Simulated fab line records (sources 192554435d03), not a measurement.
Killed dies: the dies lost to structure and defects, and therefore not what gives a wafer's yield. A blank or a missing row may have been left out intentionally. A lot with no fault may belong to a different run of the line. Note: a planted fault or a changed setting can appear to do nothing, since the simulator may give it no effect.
Matching of chambers    flow n5-finfet    N5_BEOL_M11_PECVD_70 on pecvd-01 has 3 sister chambers
The step deposits SiO2 from TEOS/O2, target thk 20 nm, time 22.7 s. 18 wafers are shown with their chamber, then 9 later ones without.

## EACH WAFER AND ITS CHAMBER
wafer   chamber  showerhead-plenum-p-Torr (Torr)  throttle-valve-pct (%)  heater-power-w (W)
L074.1  1        8.69                             22.3                    837
L074.3  0        8.80                             22.4                    727
L074.4  1        8.70                             22.7                    827
L078.3  1        8.70                             22.4                    852
L078.4  0        8.78                             22.5                    761
L078.5  1        8.70                             22.4                    848
L083.1  0        8.80                             22.6                    653
L083.4  0        8.80                             22.5                    648
L083.5  1        8.71                             23.0                    775
L085.2  0        8.82                             22.9                    719
L085.3  1        8.68                             22.5                    848
L085.4  0        8.80                             22.7                    727
L089.1  2        8.84                             20.2                    807
L089.4  0        8.82                             22.8                    717
L089.5  1        8.70                             22.2                    781
L087.1  1        8.72                             22.5                    832
L087.5  1        8.70                             22.5                    841
L087.6  2        8.82                             20.9                    782

SIGNATURES (averages over the wafers above)
reading                   chamber 0  chamber 1  chamber 2  scatter within a chamber
showerhead-plenum-p-Torr  8.8029     8.7000     8.8300     0.0125
throttle-valve-pct        22.629     22.500     20.550     0.242
heater-power-w            707.43     826.78     794.50     34
Rule: for a wafer and a chamber, the distance is found by dividing, reading by reading, the gap between the wafer's reading and the chamber's mean by the reading's scatter, squaring, summing and taking the root. If the next closest chamber is less than 2 further off than the closest, the wafer can't be placed; otherwise it belongs to the closest. The scatter: the root of (the sum of the squares of (reading less its chamber's mean) over the shown wafers, divided by (wafers less chambers)).

## WAFERS WITHOUT THEIR CHAMBER
wafer   showerhead-plenum-p-Torr (Torr)  throttle-valve-pct (%)  heater-power-w (W)
L092.2  8.83                             22.8                    744
L092.4  8.72                             22.4                    877
L092.5  8.79                             22.7                    751
L097.3  8.71                             22.6                    851
L097.5  8.81                             23.0                    731
L097.6  8.72                             22.3                    855
L096.2  8.67                             22.6                    835
L096.4  8.83                             20.9                    760
L096.5  8.82                             22.5                    653

## WHICH CHAMBER EACH WENT THROUGH
wafer   from the rows above  in truth
L092.2  0                    0
L092.4  1                    1
L092.5  0                    0
L097.3  1                    1
L097.5  0                    0
L097.6  1                    1
L096.2  1                    1
L096.4  2                    2
L096.5  0                    0
9 of 9 placed correctly. Not placeable from these rows: 0. Number placed wrongly: 0.
